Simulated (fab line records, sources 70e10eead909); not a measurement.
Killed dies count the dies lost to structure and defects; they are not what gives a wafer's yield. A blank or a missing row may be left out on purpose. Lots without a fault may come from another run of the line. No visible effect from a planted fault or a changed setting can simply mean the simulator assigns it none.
Struck lot and sound lot, side by side	flow nand_harc	13 out of 1302 route steps
Sound: the wafers L840.1, L840.4, L840.5. Struck: wafers L832.1, L832.2, L832.5. The cause is named last.
Each step with rows lists, per side, the tool, then ch with its chambers, then its first start. Under that, the readings that differ: sound wafers	struck wafers	difference of the means	sigmas: that difference in standard deviations of wafers without a fault.
alike: a reading whose means differ by less than 2 such deviations, as well as words and numbers matching on both sides. not compared: withheld readings; readings where some wafer has no value; bounds like >300 that might hide an equal value; numbers whose values overlap and for which the record gives no deviation.
A row with sigmas, a row that says differs or no value, or rows on one side alone: a step with any of these is where the two part. Numbers that don't overlap but have no deviation are shown without sigmas and don't part them. Lack of a reading on every wafer of one side parts them only where that side has two or more wafers.

NHARC_P_CONTACT_DEP_30: deposits SiNx, target thk 30 nm.
  sound on pecvd-04 ch 0,1, day 15 03:43; struck on pecvd-02 ch 0,1, day 12 00:08
  alike: heater_power_w
NHARC_P_CONTACT_DEP_00: deposits SiO2, target thk 500 nm.
  sound on pecvd-04 ch 0,1; struck on pecvd-02 ch 0,1
  alike: heater_power_w, throttle_valve_pct
NHARC_P_CONTACT_CMP_01: polishes SiO2, target thk 200 nm.
  sound on cmp-02 ch 0,1,3, day 15 04:26; struck on cmp-02 ch 0,3, day 12 00:50
  alike: motor_current_A
  not compared: pad_life_wafers
then, 8 steps without rows for these wafers: NHARC_P_CONTACT_SRD_03; NHARC_P_CONTACT_DEHYDRATE_04 (time 120 s); NHARC_P_CONTACT_HMDS_05 (time 30 s); NHARC_P_CONTACT_COAT_33 (time 75 s); NHARC_P_CONTACT_COAT_34 (time 65 s); NHARC_P_CONTACT_COAT_06 (resist thk 90 nm); NHARC_P_CONTACT_SOFTBAKE_07 (time 55 s); NHARC_P_CONTACT_EBR_08.
NHARC_P_CONTACT_EXPOSE_09: exposes mask P CA, target cd 90 nm.
  struck on arfi_scanner-02, day 12 01:25; sound on arfi_scanner-03 ch 0, day 15 05:05
  no value came back on the struck wafers for exposure_dose_mJ_cm2, focus_offset_nm (nm); on the sound wafers exposure_dose_mJ_cm2 reads 81.0 81.1 81.1
  alike: mask
then, 1 step without rows for these wafers: NHARC_P_CONTACT_PEB_10 (peb time 65 s).

== WHERE THEY PART ==
Only at NHARC_P_CONTACT_EXPOSE_09, within this record.

WHY: the cause the simulator had injected
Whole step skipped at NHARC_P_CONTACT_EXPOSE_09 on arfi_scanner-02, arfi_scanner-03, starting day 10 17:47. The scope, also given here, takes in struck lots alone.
